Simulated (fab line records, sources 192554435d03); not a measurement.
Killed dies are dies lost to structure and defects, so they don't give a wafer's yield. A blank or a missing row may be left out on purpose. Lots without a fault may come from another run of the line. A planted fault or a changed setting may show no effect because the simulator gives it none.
Chamber matching | flow n5_finfet | N5_BEOL_M6_ETCH_72 on rie_diel-02: 4 sister chambers
The step etches underlayer in N2/H2, target depth 6.5 nm, time 5.2 s. 16 wafers are shown with their chamber, then 8 later ones without.

WAFERS WITH THEIR CHAMBER
wafer  | chamber | throttle_valve_pct (%) | showerhead_plenum_p_Torr (Torr) | drypump_motor_current_A (A)
L077.1 | 1       | 17.5                   | 2.48                            | 5.4
L077.2 | 3       | 18.0                   | 2.54                            | 4.9
L077.6 | 1       | 17.5                   | 2.48                            | 5.3
L078.1 | 0       | 18.0                   | 2.52                            | 5.6
L078.4 | 2       | 18.2                   | 2.42                            | 5.0
L078.6 | 0       | 18.0                   | 2.52                            | 5.6
L081.2 | 2       | 18.2                   | 2.42                            | 5.1
L081.4 | 1       | 17.5                   | 2.48                            | 5.4
L081.6 | 2       | 18.2                   | 2.42                            | 5.0
L088.1 | 2       | 18.2                   | 2.42                            | 5.0
L088.2 | 0       | 18.1                   | 2.51                            | 5.6
L088.3 | 3       | 18.0                   | 2.53                            | 4.9
L087.3 | 1       | 17.5                   | 2.47                            | 5.4
L087.5 | 3       | 18.0                   | 2.53                            | 5.0
L087.6 | 2       | 18.2                   | 2.42                            | 5.0
L090.1 | 1       | 17.5                   | 2.47                            | 5.4

SIGNATURES (means of the wafers above)
reading                  | chamber 0 | chamber 1 | chamber 2 | chamber 3 | scatter within a chamber
throttle_valve_pct       | 18.033    | 17.500    | 18.200    | 18.000    | 0.0236
showerhead_plenum_p_Torr | 2.5167    | 2.4760    | 2.4200    | 2.5333    | 0.00459
drypump_motor_current_A  | 5.600     | 5.380     | 5.020     | 4.933     | 0.0435
Rule: a wafer's distance from a chamber is the root of the sum, over the readings, of the square of ((its reading less the chamber's mean) divided by the reading's scatter). The wafer belongs to the nearest chamber; if the next one is less than 2 further off, it can't be placed. The scatter: the root of (the sum of the squares of (reading less its chamber's mean) over the shown wafers, divided by (wafers less chambers)).

WAFERS WITHOUT THEIR CHAMBER
wafer  | throttle_valve_pct (%) | showerhead_plenum_p_Torr (Torr) | drypump_motor_current_A (A)
L090.2 | 18.1                   | 2.50                            | 5.6
L090.5 | 18.1                   | 2.50                            | 5.7
L093.1 | 17.5                   | 2.47                            | 5.3
L093.4 | 18.0                   | 2.52                            | 4.9
L093.6 | 18.1                   | 2.50                            | 5.6
L097.3 | 18.1                   | 2.50                            | 5.6
L097.4 | 18.1                   | 2.52                            | 4.9
L097.6 | 18.1                   | 2.52                            | 4.9

WHICH CHAMBER EACH WENT THROUGH
wafer  | from the rows above | in truth
L090.2 | 0                   | 0
L090.5 | 0                   | 0
L093.1 | 1                   | 1
L093.4 | 3                   | 3
L093.6 | 0                   | 0
L097.3 | 0                   | 0
L097.4 | 3                   | 3
L097.6 | 3                   | 3
Placed correctly: 8 of 8. Can't be placed from these rows: 0. Placed wrongly: 0.
